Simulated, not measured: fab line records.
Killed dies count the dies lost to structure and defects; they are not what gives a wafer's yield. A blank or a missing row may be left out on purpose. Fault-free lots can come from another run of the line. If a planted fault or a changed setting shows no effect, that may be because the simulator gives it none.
fab line records	flow nand-harc
record lots=24	wafers=72	last-day=34
route steps=1302 shown A_CHANNEL_FILL_D2@621 A_STAIRCASE@673
lots untouched by any fault: they come from a run of this same line in which no faults occurred
start-h: hours from the record's opening day to when the first of the lot's shown wafers began	wait-h: hours from the lot's prior step to this one	" unchanged from the row above	L1.1+2: several wafers, shown together as one row	- value missing, or start not given	* or withheld: withheld	< > ~ a bound
route shown NAME@n: a module of which the file shows steps, and the number in the route of the first	usual: average and standard deviation across the fault-free wafers	same: alike in all rows	chamber/n: place in a boat	sites: each site's reading	_std_site: the standard deviation of these	_edge_site: the outer-site mean with the inner-site mean subtracted	radius-mm: how far each site lies from the wafer's centre	mask NAME#n: copy n	behind: the last tool/chamber to shape the wafer	hold: cause of the lot's hold/its duration in hours/its outcome	device: the transistor (n, p or np) that didn't switch	end of line: the route-end tests of the same wafers	for a step that has no rows: nothing shown but its recipe	killed: count of dies lost to structure and defects at first sort (not the wafer's yield)	map: a wafer's dies, marking killed ones x, the rest . and places with no die _
set.NAME: the setting the step ran with; set.NAME@STEP: the setting that earlier step ran with	model.NAME: the simulator's own value behind a step, which no gauge read
route steps across a sampled set of lots; one table per step, one row per wafer
services: from which hour (start-h, from the record's first day; less than 0 if before it) a tool's chamber was out of use, for how many hours, and why
## steps
# step NHARC_A_CHANNEL_FILL_D2_STRIP_28
# recipe time-s=20	o2-flow-sccm=500	ar-flow-sccm=0	bias-w=0	chemistry=O2
# usual drypump-motor-current-A=6.0/0.58	oes-product-au=1.001/0.0073	rf-vpp-V=57.6/0.89	showerhead-plenum-p-Torr=3.46/0.1	throttle-valve-pct=17.037/0.0091
lot.wafer	tool	chamber	start-h	wait-h	drypump-motor-current-A	oes-product-au	rf-hours-counter-h	rf-vpp-V	showerhead-plenum-p-Torr	throttle-valve-pct
L074.4	rie-diel-06	2	329.17	0.1	6.5	0.999	1.0	57.4	3.32	17.036
L074.3	"	0	"	"	5.4	1.001	1.2	56.4	3.42	17.030
L074.6	"	2	"	"	6.5	1.006	-	57.3	3.32	17.050
L075.1	rie-diel-10	0	329.19	0.1	6.2	1.006	3.0	58.5	3.48	17.043
L075.2	"	1	"	"	5.1	1.014	2.9	58.1	3.49	17.040
L075.4	"	2	"	"	6.1	0.999	3.1	57.3	3.37	17.037
L076.1	rie-diel-09	2	342.65	0.1	5.9	1.011	1.9	56.7	3.35	17.037
L076.4	"	3	"	"	5.8	0.994	2.0	59.7	3.73	17.023
L076.6	"	1	"	"	6.5	1.003	-	56.9	3.45	17.034
L077.1	rie-diel-06	1	354.07	0.1	6.6	1.012	1.9	56.6	3.45	17.032
L077.3	"	3	"	"	6.6	1.003	1.8	58.0	3.60	17.041
L077.5	"	1	"	"	6.6	1.010	-	57.8	3.45	17.021
L078.4	rie-diel-06	3	370.89	0.1	6.6	1.007	2.1	57.9	3.60	17.037
L078.2	"	1	"	"	6.6	1.015	2.2	57.4	3.45	17.049
L078.3	"	2	"	"	6.5	1.015	2.2	56.3	3.32	17.035
L079.4	rie-diel-06	3	375.11	0.1	6.6	1.003	2.2	59.1	3.60	17.041
L079.1	"	0	"	"	5.4	1.001	2.1	56.8	3.42	17.045
L079.5	"	3	"	"	6.6	0.997	-	58.3	3.60	17.048
L080.3	rie-diel-06	3	391.05	0.1	6.6	1.001	2.4	57.1	3.60	17.033
L080.4	"	1	"	"	6.7	0.994	2.4	58.1	3.45	17.038
L080.5	"	0	"	"	5.4	1.001	-	57.4	3.42	17.046
L081.2	rie-diel-10	0	419.02	0.1	6.1	1.004	4.6	57.2	3.48	17.027
L081.6	"	1	"	"	5.1	0.997	-	57.9	3.49	17.034
L081.5	"	2	"	"	6.1	0.995	-	58.0	3.37	17.031
L082.1	rie-diel-06	0	427.30	0.1	5.4	0.993	3.6	56.6	3.42	17.029
L082.2	"	1	"	"	6.6	1.000	3.4	57.7	3.45	17.036
L082.6	"	0	"	"	5.4	1.005	-	57.2	3.42	17.027
L084.3	rie-diel-10	2	431.07	0.1	6.1	1.002	0.0	57.3	3.37	17.025
L084.1	"	3	"	"	5.1	1.001	0.0	57.6	3.61	17.031
L084.6	"	3	"	"	5.1	1.008	-	57.2	3.61	17.042
L083.1	rie-diel-06	2	431.09	0.1	6.5	0.999	3.3	57.3	3.32	17.027
L083.2	"	0	"	"	5.4	0.999	3.6	57.8	3.42	17.031
L083.6	"	0	"	"	5.4	1.001	-	57.6	3.42	17.053
L086.2	rie-diel-10	1	454.71	0.1	5.1	0.985	0.6	59.5	3.49	17.051
L086.4	"	3	"	"	5.1	1.004	0.6	59.2	3.61	17.033
L086.6	"	1	"	"	5.1	1.000	-	56.4	3.49	17.045
L085.1	rie-diel-06	3	454.72	0.1	6.6	1.006	4.6	59.7	3.60	17.058
L085.2	"	0	"	"	5.4	1.012	4.7	59.1	3.41	17.055
L085.5	"	1	"	"	6.6	1.009	-	56.8	3.44	17.042
L087.2	rie-diel-10	1	467.10	0.1	5.1	0.994	1.2	57.9	3.49	17.029
L087.3	"	2	"	"	6.1	0.995	1.3	57.5	3.37	17.048
L087.5	"	0	"	"	6.2	0.998	-	57.2	3.48	17.034
L088.2	rie-diel-06	2	473.51	0.1	6.5	1.004	5.1	56.3	3.32	17.027
L088.4	"	1	"	"	6.7	0.989	5.0	57.4	3.44	17.039
L088.5	"	2	"	"	6.5	1.013	-	57.3	3.32	17.035
L089.2	rie-diel-10	2	473.51	0.1	6.1	0.996	1.3	58.2	3.37	17.015
L089.4	"	3	"	"	5.2	0.998	1.2	57.1	3.61	17.038
L089.3	"	0	"	"	6.1	1.010	1.2	57.8	3.48	17.041
L090.4	rie-diel-06	2	494.61	0.1	6.5	0.992	0	59.0	3.32	17.028
L090.3	"	3	"	"	6.6	1.003	0	57.8	3.60	17.048
L090.2	"	1	"	"	6.6	1.000	0.0	58.4	3.44	17.033
L091.4	rie-diel-06	1	501.89	0.1	6.7	1.006	0.3	58.8	3.44	17.040
L091.2	"	3	"	"	6.6	1.004	0.5	58.0	3.60	17.034
L091.5	"	1	"	"	6.6	1.004	-	56.4	3.44	17.040
L092.1	rie-diel-06	3	508.62	0.1	6.6	1.015	0.9	57.8	3.60	17.022
L092.3	"	2	"	"	6.5	1.006	0.9	57.1	3.31	17.029
L092.6	"	3	"	"	6.6	1.023	-	57.4	3.60	17.047
L094.4	rie-diel-10	0	541.64	0.1	6.1	0.990	2.9	57.8	3.48	17.042
L094.2	"	1	"	"	5.1	1.001	3.1	56.8	3.49	17.033
L094.1	"	3	"	"	5.1	0.992	2.9	57.6	3.60	17.027
L093.4	rie-diel-06	2	541.64	0.1	6.5	0.999	1.9	57.6	3.31	17.010
L093.1	"	0	"	"	5.4	0.994	2.2	57.0	3.41	17.042
L093.6	"	3	"	"	6.6	1.017	-	57.3	3.60	17.045
L095.1	rie-diel-09	3	541.82	0.3	5.9	1.005	6.4	58.4	3.71	17.048
L095.3	"	1	"	"	6.4	1.008	7.5	57.3	3.44	17.035
L095.5	"	2	"	"	5.8	0.999	-	56.5	3.33	17.050
L097.4	rie-diel-09	2	560.06	0.1	5.8	0.994	11.7	58.5	3.33	17.038
L097.1	"	0	"	"	5.6	0.995	8.5	57.4	3.37	17.025
L097.5	"	1	"	"	6.5	1.002	-	57.7	3.44	17.041
L096.2	rie-diel-10	3	560.10	0.1	5.2	0.979	3.6	58.7	3.60	17.025
L096.6	"	0	"	"	6.2	0.988	-	59.4	3.48	17.047
L096.5	"	1	"	"	5.1	0.994	-	57.5	3.49	17.037
# step NHARC_A_CHANNEL_FILL_D2_CMP_10
# recipe target-thk-nm=150
# usual motor-current-A=12.3/1.6	time-to-endpoint-s=15.3/1.9
lot.wafer	tool	chamber	start-h	wait-h	motor-current-A	time-to-endpoint-s
L074.3	cmp-02	2	351.79	0.4	15.3	15.2
L074.4	"	1	"	"	12.3	13.9
L074.6	"	2	"	"	14.8	18.7
L075.4	cmp-04	1	355.65	0.4	13.4	18.9
L075.1	"	3	"	"	9.3	13.3
L075.2	"	0	"	"	10.8	16.2
L076.1	cmp-03	1	368.95	0.4	13.4	15.9
L076.4	"	0	"	"	11.8	16.2
L076.6	"	1	"	"	13.3	16.7
L077.1	cmp-04	2	377.25	0.4	13.4	14.7
L077.3	"	0	"	"	11.2	13.3
L077.5	"	3	"	"	9.4	14.5
L078.2	cmp-04	3	393.98	0.4	9.6	20.0
L078.3	"	0	"	"	10.6	18.9
L078.4	"	1	"	"	13.0	19.0
L079.1	cmp-02	2	398.65	0.4	14.4	16.8
L079.4	"	0	"	"	12.4	15.4
L079.5	"	1	"	"	11.9	12.3
L080.3	cmp-04	3	414.26	0.4	9.2	15.4
L080.4	"	1	"	"	13.5	15.6
L080.5	"	3	"	"	9.5	12.5
L081.2	cmp-04	2	446.89	0.4	13.5	15.6
L081.5	"	2	"	"	13.6	15.8
L081.6	"	3	"	"	9.3	14.1
L082.1	cmp-04	1	451.98	0.4	12.5	16.3
L082.2	"	2	"	"	14.1	15.9
L082.6	"	0	"	"	11.0	15.1
L084.1	cmp-03	2	455.56	0.4	11.9	16.5
L084.3	"	0	"	"	12.0	18.1
L084.6	"	1	"	"	13.8	13.4
L083.2	cmp-02	2	455.58	0.4	14.2	18.7
L083.1	"	3	"	"	13.6	16.0
L083.6	"	1	"	"	11.8	12.8
L086.4	cmp-02	3	477.94	0.4	13.0	16.8
L086.2	"	0	"	"	12.2	13.8
L086.6	"	3	"	"	13.2	13.0
L085.2	cmp-04	1	477.97	0.4	13.6	17.5
L085.1	"	3	"	"	9.6	14.1
L085.5	"	1	"	"	12.7	14.8
L087.2	cmp-02	2	489.84	0.4	13.3	16.4
L087.3	"	0	"	"	11.4	14.3
L087.5	"	2	"	"	14.2	15.1
L088.4	cmp-04	2	496.55	0.4	13.5	15.2
L088.2	"	0	"	"	11.3	13.8
L088.5	"	3	"	"	9.2	15.1
L089.4	cmp-02	1	496.55	0.4	11.8	16.3
L089.3	"	2	"	"	14.1	18.2
L089.2	"	3	"	"	13.3	17.6
L090.4	cmp-04	1	517.91	0.4	12.3	15.3
L090.2	"	2	"	"	13.2	15.6
L090.3	"	3	"	"	9.1	16.3
L091.2	cmp-03	0	528.68	0.4	12.4	18.1
L091.4	"	2	"	"	11.6	15.9
L091.5	"	0	"	"	11.8	15.4
L092.3	cmp-04	0	531.73	0.4	10.8	17.0
L092.1	"	3	"	"	9.6	14.8
L092.6	"	1	"	"	12.8	15.1
L095.1	cmp-02	3	564.25	0.4	13.1	15.2
L095.3	"	0	"	"	11.9	14.3
L095.5	"	3	"	"	13.0	13.6
L094.4	cmp-03	1	564.25	0.4	13.1	13.2
L094.1	"	2	"	"	12.1	16.2
L094.2	"	3	"	"	14.4	15.7
L093.1	cmp-03	1	567.73	0.4	14.2	15.7
L093.4	"	3	"	"	14.2	15.1
L093.6	"	2	"	"	11.4	13.5
L097.1	cmp-03	2	585.44	0.4	12.3	13.8
L097.4	"	1	"	"	14.1	10.9
L097.5	"	3	"	"	13.9	13.5
L096.2	cmp-04	0	585.47	0.4	10.5	11.6
L096.6	"	3	"	"	8.8	15.1
L096.5	"	0	"	"	11.2	14.9
# step NHARC_A_STAIRCASE_ETCH_17
# recipe target-depth-a=1000	time-s=40.5	ion-energy-ev=400	c4f8-flow-sccm=20	o2-flow-sccm=10	ar-flow-sccm=withheld	rf-w=600	bias-w=1000	chemistry=C4F8/O2
# usual oes-product-au=0.942/0.012	rf-vpp-V=895/5.7
lot.wafer	tool	chamber	start-h	wait-h	oes-product-au	rf-hours-counter-h	rf-vpp-V
L074.3	rie-diel-02	0	-	-	0.953	46	886
L074.4	"	1	"	"	0.955	48	891
L074.6	"	0	"	"	0.952	-	887
L075.4	rie-diel-02	2	-	-	0.955	45	889
L075.2	"	0	"	"	0.940	47	887
L075.1	"	1	"	"	0.951	48	891
L076.1	rie-diel-02	1	-	-	0.935	51	892
L076.4	"	3	"	"	0.937	47	897
L076.6	"	1	"	"	0.935	-	892
L077.1	rie-diel-02	3	-	-	0.940	48	895
L077.3	"	3	"	"	0.947	-	895
L077.5	"	3	"	"	0.941	-	896
L078.3	rie-diel-04	0	-	-	0.952	15	888
L078.4	"	1	"	"	0.956	16	900
L078.2	"	3	"	"	0.950	11	893
L079.1	rie-diel-07	3	-	-	0.980	32	893
L079.5	"	0	"	"	0.924	-	897
L079.4	"	1	"	"	0.914	-	904
L080.3	rie-diel-04	2	-	-	0.946	17	893
L080.4	"	3	"	"	0.940	17	893
L080.5	"	1	"	"	0.952	-	899
L081.2	rie-diel-02	2	-	-	0.932	11	889
L081.5	"	2	"	"	0.939	-	889
L081.6	"	3	"	"	0.938	-	895
L082.1	rie-diel-02	2	-	-	0.933	12	887
L082.2	"	1	"	"	0.935	11	892
L082.6	"	3	"	"	0.939	-	894
L083.2	rie-diel-02	3	-	-	0.933	14	894
L083.1	"	1	"	"	0.935	12	891
L083.6	"	2	"	"	0.944	-	887
L084.1	rie-diel-07	3	-	-	0.925	48	892
L084.3	"	0	"	"	0.920	48	897
L084.6	"	0	"	"	0.925	-	899
L086.4	rie-diel-04	2	-	-	0.953	41	890
L086.2	"	3	"	"	0.934	41	892
L086.6	"	1	"	"	0.938	-	898
L085.2	rie-diel-02	3	-	-	0.925	28	895
L085.1	"	0	"	"	0.925	26	906
L085.5	"	2	"	"	0.917	-	887
L087.2	rie-diel-02	2	-	-	0.936	27	887
L087.3	"	3	"	"	0.928	32	893
L087.5	"	1	"	"	0.930	-	892
L088.2	rie-diel-02	0	-	-	0.958	32	906
L088.4	"	3	"	"	0.930	33	894
L088.5	"	0	"	"	0.950	-	906
L089.4	rie-diel-04	1	-	-	0.949	50	898
L089.3	"	2	"	"	0.953	47	891
L089.2	"	3	"	"	0.945	50	891
L090.3	rie-diel-04	1	-	-	0.934	56	899
L090.2	"	2	"	"	0.948	53	891
L090.4	"	3	"	"	0.956	56	893
L091.2	rie-diel-07	1	-	-	0.936	17	904
L091.4	"	2	"	"	0.938	17	896
L091.5	"	0	"	"	0.926	-	895
L092.3	rie-diel-07	2	-	-	0.964	18	897
L092.1	"	3	"	"	0.956	18	891
L092.6	"	2	"	"	0.961	-	896
L095.1	rie-diel-04	2	-	-	0.953	7	892
L095.3	"	3	"	"	0.956	5	894
L095.5	"	1	"	"	0.947	-	900
L094.1	rie-diel-07	2	-	-	0.957	27	896
L094.2	"	0	"	"	0.938	22	898
L094.4	"	1	"	"	0.948	26	904
L093.1	rie-diel-04	2	-	-	0.948	7	890
L093.4	"	0	"	"	0.946	6	905
L093.6	"	2	"	"	0.939	-	890
L097.4	rie-diel-04	2	-	-	0.940	14	892
L097.1	"	3	"	"	0.952	12	892
L097.5	"	3	"	"	0.951	-	891
L096.2	rie-diel-07	2	-	-	0.952	36	897
L096.6	"	3	"	"	0.941	-	891
L096.5	"	0	"	"	0.947	-	896
# step NHARC_A_STAIRCASE_TRIM_193
# recipe time-s=211.2	o2-flow-sccm=500	ar-flow-sccm=0	bias-w=0	chemistry=O2
# usual drypump-motor-current-A=5.8/0.55	oes-product-au=0.996/0.0082	rf-vpp-V=57.8/0.91	showerhead-plenum-p-Torr=3.50/0.15	throttle-valve-pct=17.036/0.0099
lot.wafer	tool	chamber	start-h	wait-h	drypump-motor-current-A	oes-product-au	rf-hours-counter-h	rf-vpp-V	showerhead-plenum-p-Torr	throttle-valve-pct
L074.3	rie-diel-07	2	-	-	6.5	1.001	22	57.5	3.55	17.027
L074.4	"	0	"	"	6.0	0.997	18	56.9	3.59	17.051
L074.6	"	3	"	"	5.1	0.996	-	57.8	3.43	17.028
L075.4	rie-diel-02	2	-	-	5.4	1.005	46	58.9	3.34	17.025
L075.2	"	0	"	"	4.9	0.996	48	57.4	3.27	17.033
L075.1	"	1	"	"	5.7	0.998	49	57.2	3.41	17.027
L076.1	rie-diel-04	2	-	-	6.3	0.997	3	58.2	3.42	17.034
L076.4	"	0	"	"	6.1	1.001	5	56.9	3.32	17.035
L076.6	"	2	"	"	6.3	0.998	-	57.6	3.42	17.047
L077.3	rie-diel-04	2	-	-	6.4	0.993	7	55.8	3.42	17.021
L077.1	"	3	"	"	6.0	0.994	6	55.8	3.45	17.031
L077.5	"	2	"	"	6.3	0.997	-	58.1	3.42	17.033
L078.4	rie-diel-04	2	-	-	6.3	0.997	13	57.7	3.42	17.021
L078.3	"	0	"	"	6.1	0.996	18	56.5	3.31	17.041
L078.2	"	1	"	"	6.8	0.996	18	57.4	3.63	17.056
L079.1	rie-diel-02	0	-	-	4.9	1.002	1	57.9	3.81	17.039
L079.4	"	1	"	"	5.7	0.998	1	56.9	3.41	17.046
L079.5	"	0	"	"	4.9	1.002	-	57.5	3.81	17.034
L080.4	rie-diel-04	2	-	-	6.4	1.007	19	57.8	3.41	17.015
L080.3	"	3	"	"	6.0	1.011	19	57.6	3.44	17.047
L080.5	"	3	"	"	6.1	1.001	-	57.5	3.44	17.024
L081.2	rie-diel-02	3	-	-	5.4	0.996	13	57.4	3.48	17.014
L081.6	"	3	"	"	5.4	0.993	-	57.0	3.48	17.039
L081.5	"	0	"	"	4.9	0.994	-	58.7	3.80	17.049
L082.2	rie-diel-02	2	-	-	5.4	0.982	13	57.1	3.33	17.028
L082.1	"	3	"	"	5.4	0.990	14	57.1	3.48	17.043
L082.6	"	0	"	"	4.9	1.002	-	59.8	3.80	17.039
L083.1	rie-diel-07	2	-	-	6.5	0.991	42	58.9	3.54	17.031
L083.2	"	3	"	"	5.1	1.005	49	56.7	3.41	17.031
L083.6	"	2	"	"	6.5	0.980	-	59.2	3.54	17.048
L084.1	rie-diel-02	1	-	-	5.7	0.986	14	57.8	3.40	17.027
L084.3	"	0	"	"	4.9	0.996	14	59.4	3.80	17.032
L084.6	"	2	"	"	5.4	0.983	-	58.0	3.32	17.031
L086.2	rie-diel-02	3	-	-	5.4	0.977	29	58.0	3.48	17.030
L086.4	"	0	"	"	4.9	0.993	-	59.5	3.79	17.054
L086.6	"	3	"	"	5.4	0.987	-	57.3	3.48	17.024
L085.1	rie-diel-04	2	-	-	6.3	0.993	43	56.0	3.40	17.033
L085.2	"	3	"	"	6.1	0.997	44	57.0	3.43	17.062
L085.5	"	3	"	"	6.0	1.002	-	58.5	3.43	17.040
L087.3	rie-diel-02	1	-	-	5.7	0.995	23	57.7	3.40	17.038
L087.2	"	3	"	"	5.4	0.995	32	56.8	3.47	17.031
L087.5	"	2	"	"	5.4	0.985	-	58.0	3.32	17.040
L088.4	rie-diel-04	2	-	-	6.3	1.004	49	56.9	3.40	17.060
L088.2	"	1	"	"	6.8	0.997	53	58.5	3.61	17.052
L088.5	"	2	"	"	6.3	0.994	-	56.6	3.40	17.024
L089.4	rie-diel-07	2	-	-	6.5	0.997	6	57.4	3.53	17.033
L089.3	"	0	"	"	6.1	0.993	6	58.0	3.57	17.044
L089.2	"	1	"	"	6.1	0.984	6	57.4	3.74	17.029
L090.3	rie-diel-02	0	-	-	4.9	0.997	39	58.8	3.78	17.033
L090.4	"	1	"	"	5.7	0.984	32	58.0	3.39	17.032
L090.2	"	2	"	"	5.5	0.970	36	57.9	3.31	17.047
L091.4	rie-diel-02	1	-	-	5.7	0.994	39	59.2	3.39	17.014
L091.2	"	2	"	"	5.4	0.988	45	57.3	3.31	17.024
L091.5	"	0	"	"	4.9	0.997	-	57.1	3.78	17.032
L092.1	rie-diel-07	0	-	-	6.1	1.003	18	56.5	3.56	17.032
L092.3	"	1	"	"	6.1	0.999	19	58.1	3.73	17.036
L092.6	"	0	"	"	6.1	1.000	-	58.1	3.56	17.032
L095.3	rie-diel-07	3	-	-	5.1	0.999	26	58.2	3.40	17.031
L095.1	"	1	"	"	6.1	1.000	27	59.2	3.73	17.041
L095.5	"	3	"	"	5.1	0.985	-	58.9	3.40	17.039
L094.2	rie-diel-04	3	-	-	6.0	1.005	7	56.7	3.41	17.054
L094.4	"	0	"	"	6.1	1.003	7	57.9	3.80	17.023
L094.1	"	1	"	"	6.8	1.000	8	56.9	3.60	17.042
L093.4	rie-diel-04	2	-	-	6.3	0.991	14	56.5	3.38	17.030
L093.1	"	3	"	"	6.1	1.010	10	58.3	3.41	17.019
L093.6	"	0	"	"	6.0	0.999	-	61.0	3.80	17.017
L097.4	rie-diel-04	3	-	-	6.0	1.004	15	57.6	3.41	17.029
L097.1	"	0	"	"	6.1	1.006	15	58.9	3.80	17.023
L097.5	"	3	"	"	6.0	1.005	-	58.1	3.41	17.048
L096.2	rie-diel-02	3	-	-	5.4	1.010	4	56.6	3.46	17.038
L096.6	"	2	"	"	5.4	0.991	-	58.1	3.30	17.049
L096.5	"	3	"	"	5.4	1.016	-	57.4	3.46	17.042
# step NHARC_A_STAIRCASE_ETCH_203
# recipe target-depth-a=1000	time-s=40.5	ion-energy-ev=400	c4f8-flow-sccm=20	o2-flow-sccm=10	ar-flow-sccm=withheld	rf-w=600	bias-w=1000	chemistry=C4F8/O2
# usual oes-product-au=0.942/0.0095	rf-vpp-V=896/5.6
lot.wafer	tool	chamber	start-h	wait-h	oes-product-au	rf-hours-counter-h	rf-vpp-V
L074.3	rie-diel-07	3	-	-	0.944	20	890
L074.4	"	0	"	"	0.938	19	898
L074.6	"	3	"	"	0.957	-	892
L075.1	rie-diel-02	0	-	-	0.954	48	886
L075.4	"	1	"	"	0.965	49	891
L075.2	"	2	"	"	0.947	47	888
L076.1	rie-diel-04	0	-	-	0.939	6	888
L076.4	"	3	"	"	0.934	4	893
L076.6	"	1	"	"	0.937	-	900
L077.1	rie-diel-02	2	-	-	0.941	53	889
L077.3	"	3	"	"	0.957	53	895
L077.5	"	2	"	"	0.931	-	887
L078.2	rie-diel-07	3	-	-	0.940	32	892
L078.3	"	1	"	"	0.933	35	902
L078.4	"	3	"	"	0.937	-	892
L079.1	rie-diel-02	3	-	-	0.935	1	896
L079.4	"	1	"	"	0.933	1	892
L079.5	"	3	"	"	0.935	-	895
L080.4	rie-diel-07	1	-	-	0.934	40	903
L080.3	"	3	"	"	0.943	37	893
L080.5	"	1	"	"	0.930	-	903
L081.2	rie-diel-04	3	-	-	0.942	30	893
L081.5	"	0	"	"	0.959	-	887
L081.6	"	1	"	"	0.959	-	899
L082.2	rie-diel-07	1	-	-	0.933	48	905
L082.1	"	2	"	"	0.937	42	896
L082.6	"	0	"	"	0.943	-	897
L083.1	rie-diel-07	2	-	-	0.936	43	898
L083.2	"	0	"	"	0.935	50	896
L083.6	"	2	"	"	0.934	-	896
L084.1	rie-diel-04	1	-	-	0.943	38	900
L084.3	"	2	"	"	0.946	34	892
L084.6	"	0	"	"	0.947	-	887
L086.2	rie-diel-02	0	-	-	0.936	28	907
L086.4	"	3	"	"	0.922	-	893
L086.6	"	2	"	"	0.914	-	889
L085.2	rie-diel-07	3	-	-	0.954	2	891
L085.1	"	1	"	"	0.941	2	902
L085.5	"	0	"	"	0.941	-	899
L087.2	rie-diel-02	2	-	-	0.936	28	888
L087.3	"	3	"	"	0.930	33	895
L087.5	"	1	"	"	0.936	-	891
L088.4	rie-diel-07	1	-	-	0.934	6	903
L088.2	"	3	"	"	0.942	7	891
L088.5	"	1	"	"	0.935	-	904
L089.4	rie-diel-07	2	-	-	0.945	7	896
L089.2	"	3	"	"	0.945	7	892
L089.3	"	0	"	"	0.938	7	898
L090.3	rie-diel-07	2	-	-	0.950	16	897
L090.2	"	3	"	"	0.939	16	890
L090.4	"	0	"	"	0.941	14	897
L091.2	rie-diel-02	1	-	-	0.943	39	891
L091.4	"	3	"	"	0.940	50	895
L091.5	"	1	"	"	0.937	-	891
L092.1	rie-diel-02	3	-	-	0.933	51	893
L092.3	"	1	"	"	0.935	40	890
L092.6	"	0	"	"	0.945	-	904
L094.2	rie-diel-04	1	-	-	0.938	14	900
L094.1	"	2	"	"	0.946	13	891
L094.4	"	0	"	"	0.946	10	905
L095.3	rie-diel-07	2	-	-	0.939	34	895
L095.1	"	3	"	"	0.934	30	891
L095.5	"	3	"	"	0.928	-	890
L093.1	rie-diel-04	0	-	-	0.941	11	906
L093.4	"	3	"	"	0.939	-	892
L093.6	"	0	"	"	0.948	-	904
L097.1	rie-diel-07	1	-	-	0.944	39	903
L097.4	"	3	"	"	0.948	33	891
L097.5	"	0	"	"	0.965	-	895
L096.2	rie-diel-07	3	-	-	0.939	34	890
L096.6	"	1	"	"	0.937	-	903
L096.5	"	2	"	"	0.970	-	895
# step NHARC_A_STAIRCASE_ETCH_225
# recipe target-depth-a=1000	time-s=40.5	ion-energy-ev=400	c4f8-flow-sccm=20	o2-flow-sccm=10	ar-flow-sccm=withheld	rf-w=600	bias-w=1000	chemistry=C4F8/O2
# usual oes-product-au=0.942/0.0088	rf-vpp-V=895/5.6
lot.wafer	tool	chamber	start-h	wait-h	oes-product-au	rf-hours-counter-h	rf-vpp-V
L074.4	rie-diel-02	1	-	-	0.952	50	892
L074.3	"	3	"	"	0.961	46	896
L074.6	"	2	"	"	0.949	-	890
L075.2	rie-diel-04	2	-	-	0.949	0	892
L075.4	"	0	"	"	0.965	0	889
L075.1	"	1	"	"	0.951	0	900
L076.4	rie-diel-07	0	-	-	0.942	22	898
L076.1	"	2	"	"	0.946	26	898
L076.6	"	0	"	"	0.938	-	898
L077.1	rie-diel-04	2	-	-	0.924	10	892
L077.3	"	3	"	"	0.948	9	894
L077.5	"	0	"	"	0.936	-	888
L078.3	rie-diel-07	0	-	-	0.938	33	899
L078.2	"	1	"	"	0.950	35	904
L078.4	"	3	"	"	0.939	33	891
L079.1	rie-diel-02	2	-	-	0.926	2	890
L079.4	"	1	"	"	0.942	2	891
L079.5	"	2	"	"	0.944	-	889
L080.3	rie-diel-04	3	-	-	0.939	20	892
L080.4	"	2	"	"	0.938	20	892
L080.5	"	0	"	"	0.933	-	887
L081.2	rie-diel-07	0	-	-	0.923	47	897
L081.5	"	3	"	"	0.932	-	892
L081.6	"	2	"	"	0.944	-	897
L082.2	rie-diel-02	2	-	-	0.937	15	888
L082.1	"	3	"	"	0.935	15	895
L082.6	"	1	"	"	0.930	-	893
L083.2	rie-diel-04	1	-	-	0.939	38	900
L083.1	"	2	"	"	0.949	34	892
L083.6	"	1	"	"	0.944	-	899
L084.1	rie-diel-02	2	-	-	0.951	16	888
L084.3	"	1	"	"	0.943	15	891
L084.6	"	3	"	"	0.933	-	895
L086.2	rie-diel-02	2	-	-	0.950	26	887
L086.4	"	3	"	"	0.951	30	893
L086.6	"	1	"	"	0.929	-	891
L085.2	rie-diel-02	0	-	-	0.942	30	905
L085.1	"	1	"	"	0.944	22	890
L085.5	"	0	"	"	0.944	-	905
L087.3	rie-diel-07	3	-	-	0.936	4	891
L087.2	"	2	"	"	0.948	4	898
L087.5	"	0	"	"	0.947	-	897
L088.2	rie-diel-02	0	-	-	0.936	35	905
L088.4	"	2	"	"	0.942	31	887
L088.5	"	0	"	"	0.938	-	905
L089.4	rie-diel-02	0	-	-	0.949	35	906
L089.2	"	1	"	"	0.933	27	891
L089.3	"	3	"	"	0.940	36	893
L090.2	rie-diel-07	1	-	-	0.945	16	903
L090.4	"	2	"	"	0.954	16	895
L090.3	"	3	"	"	0.940	16	891
L091.2	rie-diel-07	2	-	-	0.950	20	896
L091.4	"	1	"	"	0.948	20	903
L091.5	"	2	"	"	0.944	-	896
L092.1	rie-diel-07	0	-	-	0.959	19	898
L092.3	"	1	"	"	0.950	20	905
L092.6	"	3	"	"	0.940	-	891
L094.4	rie-diel-07	0	-	-	0.945	29	899
L094.1	"	1	"	"	0.954	35	904
L094.2	"	2	"	"	0.933	34	897
L095.1	rie-diel-04	0	-	-	0.937	12	906
L095.3	"	1	"	"	0.942	15	899
L095.5	"	3	"	"	0.942	-	892
L093.4	rie-diel-07	3	-	-	0.944	31	891
L093.1	"	0	"	"	0.923	30	896
L093.6	"	3	"	"	0.937	-	891
L097.4	rie-diel-02	1	-	-	0.941	4	891
L097.1	"	2	"	"	0.935	4	888
L097.5	"	3	"	"	0.949	-	892
L096.2	rie-diel-04	1	-	-	0.963	19	898
L096.5	"	3	"	"	0.946	-	892
L096.6	"	0	"	"	0.950	-	906
## services
tool	chamber	start-h	hours	kind
rie-diel-02	2	305.29	7.3	repair
cmp-04	-	307.07	4.0	pm
rie-diel-06	-	307.20	9.0	pm
rie-diel-02	3	308.61	1.3	repair
rie-diel-04	-	356.06	9.0	pm
rie-diel-02	2	380.55	4.6	repair
rie-diel-02	1	381.88	2.5	repair
rie-diel-02	1	385.54	6.1	repair
rie-diel-02	-	393.99	9.0	pm
rie-diel-07	3	400.91	2.5	repair
cmp-04	-	405.07	4.0	pm
rie-diel-06	3	427.29	5.4	repair
rie-diel-04	1	437.29	2.6	repair
rie-diel-07	1	452.42	8.5	repair
rie-diel-07	-	473.40	9.0	pm
rie-diel-06	1	474.52	13.1	repair
rie-diel-02	1	479.20	9.0	repair
rie-diel-06	-	484.20	9.0	pm
rie-diel-07	-	510.32	0.1	repair
rie-diel-04	-	533.09	9.0	pm
rie-diel-02	2	543.98	5.1	repair
rie-diel-07	0	544.77	7.0	repair
rie-diel-02	-	570.99	9.0	pm
rie-diel-06	3	588.52	6.1	repair
## key
fault none
